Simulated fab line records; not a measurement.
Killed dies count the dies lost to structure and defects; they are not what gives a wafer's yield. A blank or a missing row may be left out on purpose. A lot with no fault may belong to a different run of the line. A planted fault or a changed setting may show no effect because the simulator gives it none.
Lot-split experiment + flow n5Finfet + 7 lots, 21 wafers read, on a route of 1938 steps

== SPLIT DETAILS ==
At N5_BEOL_M2_EXPOSE_08 (exposes mask M2), the setting doseMj was moved away from the recipe's 41.25 on 7 of the 21 wafers read, by -4.9% to +7.3%. All remaining wafers had this setting at the recipe value.

== FROM THE SPLIT TO THE READING: what the file shows between them, 2 steps ==
- N5_BEOL_M2_PEB_09: peb time 60 s
- N5_BEOL_M2_DEVELOP_10: develop time 30 s

== THE READING ==
Shown in nm: cdNm at N5_BEOL_M2_CD_MEAS_11, with target cd 16.79 nm. On this fab line, fault-free wafers typically give 16.82 nm with a standard deviation of 0.23 nm.

| wafer  | tool, chamber at the split | doseMj as run | against the recipe | cdNm, nm | against lot-mates on the recipe |
|--------|----------------------------|---------------|--------------------|----------|---------------------------------|
| L074.2 | euvScanner-01, 0           | 40.12         | -2.7%              | 16.30    | -0.66                           |
| L074.3 | euvScanner-01, 0           | 41.25         | recipe             | 17.07    | -                               |
| L074.4 | euvScanner-01, 0           | 41.25         | recipe             | 16.85    | -                               |
| L075.4 | euvScanner-02, 0           | 44.08         | +6.9%              | 17.98    | +0.98                           |
| L075.5 | euvScanner-02, 0           | 44.08         | +6.9%              | 18.23    | +1.23                           |
| L075.6 | euvScanner-02, 0           | 41.25         | recipe             | 17.00    | -                               |
| L078.1 | euvScanner-01, 0           | 41.25         | recipe             | 16.78    | -                               |
| L078.2 | euvScanner-01, 0           | 41.25         | recipe             | 17.00    | -                               |
| L078.5 | euvScanner-01, 0           | 41.25         | recipe             | 16.82    | -                               |
| L080.2 | euvScanner-02, 0           | 41.25         | recipe             | 17.16    | -                               |
| L080.5 | euvScanner-02, 0           | 39.22         | -4.9%              | 16.10    | -1.06                           |
| L080.6 | euvScanner-02, 0           | 39.22         | -4.9%              | 15.84    | -1.32                           |
| L086.2 | euvScanner-01, 0           | 41.25         | recipe             | 17.43    | -                               |
| L086.3 | euvScanner-01, 0           | 41.25         | recipe             | 17.16    | -                               |
| L086.5 | euvScanner-01, 0           | 41.25         | recipe             | 17.01    | -                               |
| L092.1 | euvScanner-02, 0           | 41.25         | recipe             | 17.16    | -                               |
| L092.5 | euvScanner-02, 0           | 41.25         | recipe             | 17.03    | -                               |
| L092.6 | euvScanner-02, 0           | 41.25         | recipe             | 16.77    | -                               |
| L093.1 | euvScanner-01, 0           | 44.26         | +7.3%              | 18.44    | +1.70                           |
| L093.2 | euvScanner-01, 0           | 41.25         | recipe             | 16.74    | -                               |
| L093.6 | euvScanner-01, 0           | 44.26         | +7.3%              | 18.47    | +1.73                           |

FIT RESULTS
A straight line over all 21 wafers: cdNm changes by +0.191 nm for each +1% of doseMj; r = +0.96; the points scatter about the line by 0.19 nm.
The same after taking each lot's own level away (the mean of its wafers on the recipe; 21 wafers): +0.211 nm for each +1%; r = +0.97; scatter 0.18 nm.
On that fit, the largest move of doseMj shifts the reading by 1.5 nm.
From 16.740 to 17.200 nm: that is the span of the lots' own levels, equal to 2.0 times the standard deviation above.
Consequently the slope shifts little with the lot-to-lot level, the two slopes agreeing.
Check: +1.45 nm against its lot-mates is what the line predicts for one of the wafers moved furthest among these (+7.3%) when that wafer is left out of the fit. It came out at +1.7 nm against them.

== FURTHER SPLITS ON THESE WAFERS ==
These wafers also went through other splits before the reading. Each is held against what the fit with the lots' levels taken away leaves over:
| other split on the same wafers   | wafers away from the commonest value | r with cdNm (lot level and that fit taken away) |
|----------------------------------|--------------------------------------|-------------------------------------------------|
| N5_BEOL_M0_SAQP_EXPOSE_37 doseMj | 5                                    | +0.44                                           |
| N5_BEOL_M1_EXPOSE_25 doseMj      | 7                                    | -0.03                                           |
| N5_BEOL_M1_ETCH_70 biasW         | 6                                    | +0.21                                           |
| N5_BEOL_M2_ILD_DEP_00 timeS      | 11                                   | +0.03                                           |

== THE WHOLE CHAIN: every reading that the file lists as answering this split, in the file's order ==
| step                  | what it does                                                            | reading                                                             | change (the file's fit)               | r (the file's) |
|-----------------------|-------------------------------------------------------------------------|---------------------------------------------------------------------|---------------------------------------|----------------|
| N5_BEOL_M2_CD_MEAS_11 | target cd 16.79 nm                                                      | cdNm                                                                | +0.21 nm for each +1% of the setting  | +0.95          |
| N5_BEOL_M2_ETCH_74    | etches underlayer in N2/H2, target depth 6.5 nm, time 5.2 s             | BEOL_M2.cdOffsetNm (the simulator's own value, which no gauge read) | +0.195 nm for each +1% of the setting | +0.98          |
| N5_BEOL_M2_ETCH_64    | etches SOC in N2/H2, target depth 75 nm, overetch 22.5 nm, time 121.9 s | BEOL_M2.cdOffsetNm (the simulator's own value, which no gauge read) | +0.138 nm for each +1% of the setting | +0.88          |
| N5_BEOL_M2_HM_OPEN_17 | chemistry Cl2/BCl3, target TiN, target depth 20 nm, overetch 6 nm       | BEOL_M2.cdOffsetNm (the simulator's own value, which no gauge read) | +0.149 nm for each +1% of the setting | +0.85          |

== THE FILE'S OWN FIT ==
cdNm changes by +0.21 nm for each +1% of doseMj, r = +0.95.
